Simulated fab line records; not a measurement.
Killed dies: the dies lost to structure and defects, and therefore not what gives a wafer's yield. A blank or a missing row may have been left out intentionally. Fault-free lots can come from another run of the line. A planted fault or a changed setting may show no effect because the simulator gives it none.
Split-lot trial + flow n5-finfet + 21 wafers read from 7 lots, route of 1938 steps

== SPLIT DETAILS ==
At N5_BEOL_M3_COAT_05 (resist thk 30 nm), the setting spin-rpm was moved away from the recipe's 1500 rpm on 5 of the 21 wafers read, by +6.6% to +11.1%. The other wafers ran this setting at the recipe's value.

The reading is taken at the split's own step.

== THE READING ==
CAR-EUV_of_BEOL_M3_COAT_05.thk-nm (the simulator's own value, which no gauge read), in nm, at N5_BEOL_M3_COAT_05 (resist thk 30 nm). There is no usual value for it anywhere in the file. Here, 16 wafers ran the recipe; their average is 30.1 nm with a standard deviation of 0.097 nm.

| wafer  | tool, chamber at the split | spin-rpm as run, rpm | against the recipe | CAR-EUV_of_BEOL_M3_COAT_05.thk-nm, nm | against lot-mates on the recipe |
|--------|----------------------------|----------------------|--------------------|---------------------------------------|---------------------------------|
| L074.1 | litho-track-04, 0          | 1667                 | +11.1%             | 28.6                                  | -1.6                            |
| L074.2 | litho-track-04, 0          | 1500                 | recipe             | 30.2                                  | -                               |
| L074.3 | litho-track-04, 0          | 1500                 | recipe             | 30.2                                  | -                               |
| L077.3 | litho-track-05, 0          | 1500                 | recipe             | 30                                    | -                               |
| L077.4 | litho-track-05, 0          | 1663                 | +10.9%             | 28.4                                  | -1.6                            |
| L077.5 | litho-track-05, 0          | 1663                 | +10.9%             | 28.4                                  | -1.6                            |
| L078.1 | litho-track-05, 0          | 1614                 | +7.6%              | 29                                    | -1.0                            |
| L078.3 | litho-track-05, 0          | 1500                 | recipe             | 30                                    | -                               |
| L078.5 | litho-track-05, 0          | 1500                 | recipe             | 30                                    | -                               |
| L080.1 | litho-track-04, 0          | 1500                 | recipe             | 30.2                                  | -                               |
| L080.2 | litho-track-04, 0          | 1500                 | recipe             | 30                                    | -                               |
| L080.3 | litho-track-04, 0          | 1500                 | recipe             | 30                                    | -                               |
| L084.4 | litho-track-03, 0          | 1500                 | recipe             | 30                                    | -                               |
| L084.5 | litho-track-03, 0          | 1500                 | recipe             | 30                                    | -                               |
| L084.6 | litho-track-03, 0          | 1500                 | recipe             | 30                                    | -                               |
| L088.1 | litho-track-03, 0          | 1500                 | recipe             | 30                                    | -                               |
| L088.2 | litho-track-03, 0          | 1500                 | recipe             | 30.2                                  | -                               |
| L088.5 | litho-track-03, 0          | 1599                 | +6.6%              | 29.2                                  | -0.9                            |
| L096.2 | litho-track-03, 0          | 1500                 | recipe             | 30                                    | -                               |
| L096.3 | litho-track-03, 0          | 1500                 | recipe             | 30.2                                  | -                               |
| L096.6 | litho-track-03, 0          | 1500                 | recipe             | 30.2                                  | -                               |

FIT RESULTS
A straight line over all 21 wafers: CAR-EUV_of_BEOL_M3_COAT_05.thk-nm changes by -0.145 nm for each +1% of spin-rpm; r = -0.99; the points scatter about the line by 0.1 nm.
The same after taking each lot's own level away (the mean of its wafers on the recipe; 21 wafers): -0.144 nm for each +1%; r = -0.99; scatter 0.068 nm.
On that fit, the largest move of spin-rpm shifts the reading by 1.6 nm.
Measured against the standard deviation above, the lots' own levels, which go from 30.00 to 30.20 nm, span 2.1 times it.
Hence the lot-to-lot level has little effect on the slope; both slopes agree.
Check: for one of the wafers moved furthest among these (+11.1%), held out of the fit, the line's prediction against its lot-mates is -1.59 nm. Against them it came out at -1.6 nm.

== OTHER SPLITS APPLIED TO THESE WAFERS ==
These wafers also went through other splits before the reading. Each is held against what the fit with the lots' levels taken away leaves over:
| other split on the same wafers | wafers away from the commonest value | r with CAR-EUV_of_BEOL_M3_COAT_05.thk-nm (lot level and that fit taken away) |
|--------------------------------|--------------------------------------|------------------------------------------------------------------------------|
| N5_BEOL_M2_ETCH_70 time-s      | 5                                    | +0.29                                                                        |

== THE FILE'S OWN FIT ==
CAR-EUV_of_BEOL_M3_COAT_05.thk-nm changes by -0.142 nm for each +1% of spin-rpm, r = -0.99.
